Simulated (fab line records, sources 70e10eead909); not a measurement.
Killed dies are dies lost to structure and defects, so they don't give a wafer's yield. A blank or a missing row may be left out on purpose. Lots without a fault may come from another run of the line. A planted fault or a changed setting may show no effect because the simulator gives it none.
Which tool did it? | flow nand_harc | 23 lots, 69 wafers sampled, at 6 steps of a route of 1302

WHAT THE GAUGES READ, wafer by wafer
The record holds no reading of a measuring or inspecting step that can be judged against a usual standard deviation.

WHICH TOOL RAN EACH LOT (tool, then ch and the chambers of the sampled wafers, then the start)
lot  | NHARC_A_CONTACT_ETCH_98                       | NHARC_A_CONTACT_ETCH_110           | NHARC_A_BLC_ETCH_16                | NHARC_A_BLC_ETCH_18                           | NHARC_A_BLC_CVD_24                       | NHARC_A_M0_ANNEAL_30
L074 | rie_diel-12 ch 0,1,2, day 22 17:37 or earlier | rie_diel-04 ch 1,2, day 22 17:37   | rie_diel-01 ch 0,2,3, day 22 20:35 | rie_diel-01 ch 0,1,2, day 23 02:11 or earlier | cvd_w-01 ch 0,1, day 23 02:11 or earlier | rtp_anneal-01 ch 0, day 23 02:11
L076 | rie_diel-12 ch 0,1,3, day 23 01:19 or earlier | rie_diel-12 ch 1,2,3, day 23 01:19 | rie_diel-03 ch 1,2,3, day 23 04:15 | rie_diel-03 ch 0,1,3, day 23 09:58 or earlier | cvd_w-02 ch 0,1, day 23 09:58 or earlier | rtp_anneal-01 ch 0, day 23 09:58
L075 | rie_diel-12 ch 0,1, day 23 03:58              | rie_diel-12 ch 0,1, day 23 04:23   | rie_diel-05 ch 0,2, day 23 07:23   | rie_diel-05 ch 2,3, day 23 13:08 or earlier   | cvd_w-01 ch 0,1, day 23 13:08 or earlier | rtp_anneal-02 ch 0, day 23 13:08
L077 | rie_diel-12 ch 0,3, day 23 10:32              | rie_diel-07 ch 0,3, day 23 11:17   | rie_diel-05 ch 0,1, day 23 14:11   | rie_diel-05 ch 1,3, day 23 19:57 or earlier   | cvd_w-01 ch 0,1, day 23 19:57 or earlier | rtp_anneal-02 ch 0, day 23 19:57
L079 | rie_diel-12 ch 0,1,2, day 23 23:02 or earlier | rie_diel-12 ch 0,2, day 23 23:02   | rie_diel-05 ch 1,3, day 24 02:01   | rie_diel-05 ch 0,2,3, day 24 07:41 or earlier | cvd_w-02 ch 0,1, day 24 07:41 or earlier | rtp_anneal-01 ch 0, day 24 07:41
L078 | rie_diel-12 ch 0,2,3, day 24 12:14 or earlier | rie_diel-12 ch 1,2,3, day 24 12:14 | rie_diel-05 ch 1,2, day 24 15:11   | rie_diel-05 ch 1,3, day 24 20:51 or earlier   | cvd_w-01 ch 0,1, day 24 20:51 or earlier | rtp_anneal-01 ch 0, day 24 20:51
L080 | rie_diel-04 ch 0,1, day 24 17:22 or earlier   | rie_diel-12 ch 0,2,3, day 24 17:22 | rie_diel-05 ch 0,2,3, day 24 21:13 | rie_diel-05 ch 1,2, day 25 02:45 or earlier   | cvd_w-01 ch 0,1, day 25 02:45 or earlier | rtp_anneal-01 ch 0, day 25 02:45
L081 | rie_diel-12 ch 0,2, day 24 18:37 or earlier   | rie_diel-12 ch 2,3, day 24 18:37   | rie_diel-03 ch 0,1, day 24 21:33   | rie_diel-03 ch 0,1,3, day 25 03:38 or earlier | cvd_w-02 ch 0, day 25 03:38 or earlier   | rtp_anneal-01 ch 0, day 25 03:38
L083 | rie_diel-07 ch 0,2, day 26 18:02 or earlier   | rie_diel-04 ch 0,1, day 26 18:02   | rie_diel-03 ch 1,3, day 26 20:58   | rie_diel-03 ch 1,3, day 27 02:32 or earlier   | cvd_w-01 ch 0,1, day 27 02:32 or earlier | rtp_anneal-01 ch 0, day 27 02:32
L084 | rie_diel-04 ch 1,2,3, day 27 01:20 or earlier | rie_diel-04 ch 0,1,3, day 27 01:20 | rie_diel-01 ch 0,1,3, day 27 04:14 | rie_diel-01 ch 0,1,3, day 27 09:46 or earlier | cvd_w-02 ch 0,1, day 27 09:46 or earlier | rtp_anneal-02 ch 0, day 27 09:46
L082 | rie_diel-04 ch 1,2,3, day 27 02:47 or earlier | rie_diel-04 ch 0,1,3, day 27 02:47 | rie_diel-05 ch 0,1,2, day 27 06:02 | rie_diel-05 ch 0,2,3, day 27 11:39 or earlier | cvd_w-01 ch 0,1, day 27 11:39 or earlier | rtp_anneal-01 ch 0, day 27 11:39
L085 | rie_diel-04 ch 1,2,3, day 27 04:34 or earlier | rie_diel-07 ch 0,2,3, day 27 04:34 | rie_diel-05 ch 0,1,2, day 27 07:29 | rie_diel-05 ch 0,1,3, day 27 13:11 or earlier | cvd_w-01 ch 0,1, day 27 13:11 or earlier | rtp_anneal-02 ch 0, day 27 13:11
L088 | rie_diel-12 ch 0,2, day 27 17:47 or earlier   | rie_diel-12 ch 2,3, day 27 17:47   | rie_diel-03 ch 1,2,3, day 27 22:21 | rie_diel-03 ch 1,2,3, day 28 03:49 or earlier | cvd_w-02 ch 0,1, day 28 03:49 or earlier | rtp_anneal-01 ch 0, day 28 03:49
L086 | rie_diel-12 ch 1,2, day 27 19:48 or earlier   | rie_diel-12 ch 1,2,3, day 27 19:48 | rie_diel-05 ch 1,3, day 27 23:20   | rie_diel-05 ch 0,1,2, day 28 05:25 or earlier | cvd_w-02 ch 0,1, day 28 05:25 or earlier | rtp_anneal-01 ch 0, day 28 05:25
L089 | rie_diel-12 ch 0,3, day 28 10:00 or earlier   | rie_diel-12 ch 0,1, day 28 10:00   | rie_diel-01 ch 0,3, day 28 13:00   | rie_diel-01 ch 0,3, day 28 14:00              | cvd_w-01 ch 0,1, day 28 19:27 or earlier | rtp_anneal-02 ch 0, day 28 19:27
L091 | rie_diel-12 ch 0,2,3, day 29 21:58 or earlier | rie_diel-07 ch 0,2,3, day 29 21:58 | rie_diel-03 ch 0,2,3, day 30 00:56 | rie_diel-03 ch 0,1,3, day 30 06:39 or earlier | cvd_w-01 ch 0,1, day 30 06:39 or earlier | rtp_anneal-01 ch 0, day 30 06:39
L087 | rie_diel-04 ch 0,1,2, day 30 01:26            | rie_diel-04 ch 0,1,2, day 30 01:50 | rie_diel-05 ch 0,2,3, day 30 04:43 | rie_diel-05 ch 0,1,3, day 30 10:21 or earlier | cvd_w-02 ch 0,1, day 30 10:21 or earlier | rtp_anneal-01 ch 0, day 30 10:21
L092 | rie_diel-12 ch 0,1,2, day 30 09:04 or earlier | rie_diel-12 ch 0,1,3, day 30 09:04 | rie_diel-05 ch 1,2, day 30 11:58   | rie_diel-05 ch 1,2,3, day 30 17:40 or earlier | cvd_w-02 ch 0,1, day 30 17:40 or earlier | rtp_anneal-02 ch 0, day 30 17:40
L096 | rie_diel-12 ch 0,2, day 30 23:43 or earlier   | rie_diel-07 ch 0,1, day 30 23:43   | rie_diel-03 ch 0,2,3, day 31 02:40 | rie_diel-03 ch 1,2,3, day 31 08:19 or earlier | cvd_w-01 ch 0,1, day 31 08:19 or earlier | rtp_anneal-01 ch 0, day 31 08:19
L094 | rie_diel-12 ch 1,2,3, day 31 02:41 or earlier | rie_diel-12 ch 1,2,3, day 31 02:41 | rie_diel-03 ch 0,1,2, day 31 05:28 | rie_diel-03 ch 0,1,2, day 31 10:59 or earlier | cvd_w-02 ch 0,1, day 31 10:59 or earlier | rtp_anneal-02 ch 0, day 31 10:59
L095 | rie_diel-12 ch 2,3, day 31 08:13 or earlier   | rie_diel-04 ch 0,1, day 31 08:13   | rie_diel-03 ch 0,1,2, day 31 11:56 | rie_diel-03 ch 2,3, day 31 17:31 or earlier   | cvd_w-02 ch 0,1, day 31 17:31 or earlier | rtp_anneal-01 ch 0, day 31 17:31
L093 | rie_diel-12 ch 0,1,3, day 31 18:16 or earlier | rie_diel-12 ch 1,2,3, day 31 18:16 | rie_diel-05 ch 0,2,3, day 31 21:23 | rie_diel-05 ch 0,1,2, day 32 03:15 or earlier | cvd_w-02 ch 0,1, day 32 03:15 or earlier | rtp_anneal-01 ch 0, day 32 03:15
L097 | rie_diel-12 ch 0,1,3, day 31 22:08 or earlier | rie_diel-12 ch 2,3, day 31 22:08   | rie_diel-03 ch 0,3, day 32 01:04   | rie_diel-03 ch 2,3, day 32 07:02 or earlier   | cvd_w-02 ch 0,1, day 32 07:02 or earlier | rtp_anneal-01 ch 0, day 32 07:02
- NHARC_A_CONTACT_ETCH_98: etches the open film in C4F6/O2, target depth 20 nm, time 10 s.
- NHARC_A_CONTACT_ETCH_110: etches the open film in CF4/O2, target depth 60 nm, overetch 6 nm, time 33 s.
- NHARC_A_BLC_ETCH_16: etches the open film in CF4, target depth 39 nm, time 65 s.
- NHARC_A_BLC_ETCH_18: etches the open film in C4F8/O2/Ar, target depth 910 nm.
- NHARC_A_BLC_CVD_24: deposits W, target thk 150 nm, time 434 s.
- NHARC_A_M0_ANNEAL_30: time 90 s.

WHAT THE TOOLS THEMSELVES READ (means of the sampled wafers that have a number; where no wafer has one, the mark that the record gives instead)
NHARC_A_CONTACT_ETCH_98.
lot  | tool        | drypump_motor_current_A (A) | oes_product_au (a.u.) | rf_vpp_V (V) | showerhead_plenum_p_Torr (Torr) | throttle_valve_pct (%)
L074 | rie_diel-12 | 5.8                         | 0.957                 | 547.4        | 3.93                            | 26.907
L076 | rie_diel-12 | 6.0                         | 0.948                 | 545.5        | 3.86                            | 26.903
L075 | rie_diel-12 | 6.1                         | 0.950                 | 547.2        | 3.95                            | 26.909
L077 | rie_diel-12 | 5.8                         | 0.978                 | 544.5        | 3.77                            | 26.897
L079 | rie_diel-12 | 5.8                         | 0.948                 | 546.6        | 3.93                            | 26.906
L078 | rie_diel-12 | 5.6                         | 0.953                 | 544.8        | 3.84                            | 26.901
L080 | rie_diel-04 | 5.6                         | 0.951                 | 544.6        | 3.84                            | 26.906
L081 | rie_diel-12 | 5.4                         | 0.935                 | 547.0        | 3.91                            | 26.901
L083 | rie_diel-07 | 6.6                         | 0.960                 | 546.2        | 3.89                            | 26.899
L084 | rie_diel-04 | 5.7                         | 0.961                 | 543.9        | 3.76                            | 26.910
L082 | rie_diel-04 | 5.7                         | 0.949                 | 543.7        | 3.76                            | 26.902
L085 | rie_diel-04 | 5.7                         | 0.939                 | 543.4        | 3.76                            | 26.899
L088 | rie_diel-12 | 5.4                         | 0.945                 | 546.0        | 3.90                            | 26.911
L086 | rie_diel-12 | 5.9                         | 0.949                 | 546.5        | 3.91                            | 26.891
L089 | rie_diel-12 | 5.8                         | 0.956                 | 544.0        | 3.76                            | 26.899
L091 | rie_diel-12 | 5.6                         | 0.964                 | 545.9        | 3.83                            | 26.901
L087 | rie_diel-04 | 5.5                         | 0.953                 | 544.3        | 3.79                            | 26.912
L092 | rie_diel-12 | 5.8                         | 0.942                 | 546.6        | 3.91                            | 26.908
L096 | rie_diel-12 | 5.4                         | 0.953                 | 546.9        | 3.90                            | 26.902
L094 | rie_diel-12 | 5.7                         | 0.941                 | 543.9        | 3.82                            | 26.906
L095 | rie_diel-12 | 5.6                         | 0.961                 | 541.9        | 3.73                            | 26.908
L093 | rie_diel-12 | 5.9                         | 0.945                 | 545.4        | 3.84                            | 26.903
L097 | rie_diel-12 | 6.0                         | 0.953                 | 545.4        | 3.84                            | 26.908

NHARC_A_CONTACT_ETCH_110.
lot  | tool        | cf4_flow_sccm (sccm) | drypump_motor_current_A (A) | oes_product_au (a.u.) | rf_vpp_V (V) | showerhead_plenum_p_Torr (Torr) | throttle_valve_pct (%)
L074 | rie_diel-04 | 80.21                | 5.4                         | 1.002                 | 197.4        | 1.29                            | 13.393
L076 | rie_diel-12 | 80.13                | 5.7                         | 1.006                 | 196.4        | 1.30                            | 13.396
L075 | rie_diel-12 | 80.14                | 6.1                         | 1.003                 | 197.2        | 1.34                            | 13.393
L077 | rie_diel-07 | 79.72                | 5.6                         | 1.003                 | 197.4        | 1.33                            | 13.390
L079 | rie_diel-12 | 79.98                | 5.6                         | 0.994                 | 197.6        | 1.34                            | 13.400
L078 | rie_diel-12 | 79.81                | 5.7                         | 1.010                 | 195.8        | 1.30                            | 13.387
L080 | rie_diel-12 | 80.00                | 5.6                         | 0.996                 | 197.1        | 1.30                            | 13.398
L081 | rie_diel-12 | 79.96                | 5.4                         | 0.995                 | 197.1        | 1.29                            | 13.402
L083 | rie_diel-04 | 79.79                | 5.6                         | 1.009                 | 196.9        | 1.31                            | 13.403
L084 | rie_diel-04 | 80.25                | 5.8                         | 1.009                 | 195.7        | 1.28                            | 13.395
L082 | rie_diel-04 | 79.95                | 5.8                         | 1.003                 | 196.2        | 1.28                            | 13.398
L085 | rie_diel-07 | 80.06                | 6.0                         | 1.011                 | 198.0        | 1.32                            | 13.396
L088 | rie_diel-12 | 79.67                | 5.4                         | 0.994                 | 197.0        | 1.29                            | 13.399
L086 | rie_diel-12 | 80.13                | 5.8                         | 1.004                 | 197.0        | 1.30                            | 13.410
L089 | rie_diel-12 | 80.05                | 6.1                         | 0.995                 | 198.5        | 1.34                            | 13.396
L091 | rie_diel-07 | 80.03                | 6.1                         | 0.999                 | 197.1        | 1.32                            | 13.409
L087 | rie_diel-04 | 80.20                | 5.5                         | 1.006                 | 197.2        | 1.28                            | 13.391
L092 | rie_diel-12 | 80.25                | 5.9                         | 1.002                 | 197.8        | 1.31                            | 13.399
L096 | rie_diel-07 | 79.82                | 5.9                         | 1.000                 | 196.5        | 1.31                            | 13.398
L094 | rie_diel-12 | 80.01                | 5.7                         | 0.996                 | 197.4        | 1.29                            | 13.394
L095 | rie_diel-04 | 80.15                | 5.6                         | 1.005                 | 196.8        | 1.30                            | 13.395
L093 | rie_diel-12 | 79.95                | 5.8                         | 1.007                 | 197.1        | 1.29                            | 13.396
L097 | rie_diel-12 | 80.13                | 5.4                         | 0.997                 | 197.6        | 1.29                            | 13.394

NHARC_A_BLC_ETCH_16.
lot  | tool        | cf4_flow_sccm (sccm) | drypump_motor_current_A (A) | oes_product_au (a.u.) | rf_vpp_V (V) | showerhead_plenum_p_Torr (Torr) | throttle_valve_pct (%)
L074 | rie_diel-01 | 150.3                | 5.3                         | 1.001                 | 151.8        | 1.77                            | 13.286
L076 | rie_diel-03 | 149.8                | 6.1                         | 1.006                 | 151.6        | 1.76                            | 13.285
L075 | rie_diel-05 | 150.1                | 6.0                         | 1.000                 | 151.8        | 1.83                            | 13.287
L077 | rie_diel-05 | 149.8                | 5.8                         | 1.003                 | 152.3        | 1.82                            | 13.284
L079 | rie_diel-05 | 149.8                | 5.6                         | 1.008                 | 152.4        | 1.84                            | 13.285
L078 | rie_diel-05 | 149.6                | 5.5                         | 1.002                 | 152.4        | 1.85                            | 13.292
L080 | rie_diel-05 | 149.4                | 5.9                         | 1.002                 | 152.4        | 1.85                            | 13.291
L081 | rie_diel-03 | 150.3                | 5.8                         | 1.001                 | 151.5        | 1.74                            | 13.287
L083 | rie_diel-03 | 149.9                | 6.0                         | 1.001                 | 150.8        | 1.69                            | 13.285
L084 | rie_diel-01 | 149.9                | 5.3                         | 1.004                 | 150.7        | 1.80                            | 13.280
L082 | rie_diel-05 | 150.0                | 5.8                         | 0.999                 | 152.2        | 1.84                            | 13.288
L085 | rie_diel-05 | 150.0                | 5.7                         | 0.996                 | 152.4        | 1.84                            | 13.277
L088 | rie_diel-03 | 150.4                | 6.1                         | 1.003                 | 151.5        | 1.76                            | 13.277
L086 | rie_diel-05 | 150.1                | 5.6                         | 1.001                 | 152.9        | 1.84                            | 13.288
L089 | rie_diel-01 | 149.7                | 5.5                         | 1.000                 | 151.1        | 1.73                            | 13.280
L091 | rie_diel-03 | 150.3                | 6.0                         | 1.009                 | 150.9        | 1.74                            | 13.288
L087 | rie_diel-05 | 149.9                | 5.9                         | 0.999                 | 152.1        | 1.84                            | 13.293
L092 | rie_diel-05 | 150.2                | 5.6                         | 0.995                 | 152.6        | 1.86                            | 13.279
L096 | rie_diel-03 | 150.1                | 6.0                         | 0.999                 | 151.0        | 1.74                            | 13.292
L094 | rie_diel-03 | 150.0                | 5.9                         | 0.996                 | 152.2        | 1.78                            | 13.290
L095 | rie_diel-03 | 149.7                | 6.0                         | 0.993                 | 150.2        | 1.78                            | 13.280
L093 | rie_diel-05 | 149.6                | 5.9                         | 0.997                 | 152.1        | 1.84                            | 13.284
L097 | rie_diel-03 | 149.8                | 5.9                         | 1.011                 | 149.5        | 1.67                            | 13.273

NHARC_A_BLC_ETCH_18.
lot  | tool        | oes_product_au (a.u.) | rf_vpp_V (V)
L074 | rie_diel-01 | 0.921                 | 980
L076 | rie_diel-03 | 0.968                 | 973
L075 | rie_diel-05 | 0.928                 | 985
L077 | rie_diel-05 | 0.957                 | 985
L079 | rie_diel-05 | 0.978                 | 984
L078 | rie_diel-05 | 0.924                 | 983
L080 | rie_diel-05 | 0.963                 | 985
L081 | rie_diel-03 | 0.927                 | 974
L083 | rie_diel-03 | 0.965                 | 971
L084 | rie_diel-01 | 0.972                 | 980
L082 | rie_diel-05 | 0.973                 | 984
L085 | rie_diel-05 | 0.971                 | 983
L088 | rie_diel-03 | 0.943                 | 976
L086 | rie_diel-05 | 0.965                 | 983
L089 | rie_diel-01 | 0.927                 | 979
L091 | rie_diel-03 | 0.966                 | 973
L087 | rie_diel-05 | 0.961                 | 982
L092 | rie_diel-05 | 0.921                 | 985
L096 | rie_diel-03 | 0.968                 | 977
L094 | rie_diel-03 | 0.922                 | 979
L095 | rie_diel-03 | 0.930                 | 980
L093 | rie_diel-05 | 0.929                 | 984
L097 | rie_diel-03 | 0.942                 | 980

NHARC_A_BLC_CVD_24.
lot  | tool     | heater_power_outer_w (W) | heater_power_w (W) | throttle_valve_pct (%)
L074 | cvd_w-01 | 236                      | 424                | 8.08
L076 | cvd_w-02 | 292                      | 551                | 8.03
L075 | cvd_w-01 | 238                      | 438                | 8.10
L077 | cvd_w-01 | 239                      | 429                | 8.14
L079 | cvd_w-02 | 296                      | 563                | 8.07
L078 | cvd_w-01 | 235                      | 419                | 8.06
L080 | cvd_w-01 | 236                      | 423                | 7.76
L081 | cvd_w-02 | 286                      | 531                | 7.95
L083 | cvd_w-01 | 233                      | 413                | 8.10
L084 | cvd_w-02 | 296                      | 561                | 8.05
L082 | cvd_w-01 | 233                      | 428                | 7.97
L085 | cvd_w-01 | 238                      | 422                | 8.09
L088 | cvd_w-02 | 297                      | 565                | 8.12
L086 | cvd_w-02 | 292                      | 542                | 8.10
L089 | cvd_w-01 | 235                      | 423                | 8.00
L091 | cvd_w-01 | 239                      | 424                | 8.21
L087 | cvd_w-02 | 291                      | 545                | 8.04
L092 | cvd_w-02 | 291                      | 548                | 8.19
L096 | cvd_w-01 | 240                      | 419                | 8.01
L094 | cvd_w-02 | 297                      | 571                | 8.12
L095 | cvd_w-02 | 295                      | 543                | 8.30
L093 | cvd_w-02 | 291                      | 556                | 8.28
L097 | cvd_w-02 | 298                      | 575                | 8.15

NHARC_A_M0_ANNEAL_30.
lot  | tool          | wafer_temp_C_max
L074 | rtp_anneal-01 | 226.8
L076 | rtp_anneal-01 | 226.4
L075 | rtp_anneal-02 | 225.7
L077 | rtp_anneal-02 | 225.9
L079 | rtp_anneal-01 | 226.5
L078 | rtp_anneal-01 | 226.6
L080 | rtp_anneal-01 | 226.7
L081 | rtp_anneal-01 | 226.5
L083 | rtp_anneal-01 | 226.7
L084 | rtp_anneal-02 | 225.9
L082 | rtp_anneal-01 | 226.7
L085 | rtp_anneal-02 | 225.8
L088 | rtp_anneal-01 | 226.3
L086 | rtp_anneal-01 | 226.2
L089 | rtp_anneal-02 | 226.1
L091 | rtp_anneal-01 | 226.4
L087 | rtp_anneal-01 | 226.5
L092 | rtp_anneal-02 | 226.0
L096 | rtp_anneal-01 | 226.5
L094 | rtp_anneal-02 | 225.8
L095 | rtp_anneal-01 | 226.4
L093 | rtp_anneal-01 | 226.7
L097 | rtp_anneal-01 | 226.3

THE ANSWER, worked out from the rows above alone
Rule: what is usual is taken from the lots themselves. Put in order of their means at a reading, lots are off if they are a third of the lots or fewer, leave a main group of 4 or more, and stand apart from it by a gap of 3 or more times the standard deviation of the main group's means; of several such gaps the widest counts. A main group whose means are all the same, to the digits that the tables above print for the reading, isn't used. A lot without any number at a reading at which 4 lots or more have one is off too. The other lots that the step has rows for count as sound. The gauges are gone through in route order, then the tools' own readings, and for those a lot's mean is taken as printed above. The first step at which some lot is off is used, and at that step the reading that is off furthest; a lot without a number counts as furthest.
No lot is off at any reading shown: from this, nothing can be told.

WHAT THE SIMULATOR HAD PUT IN
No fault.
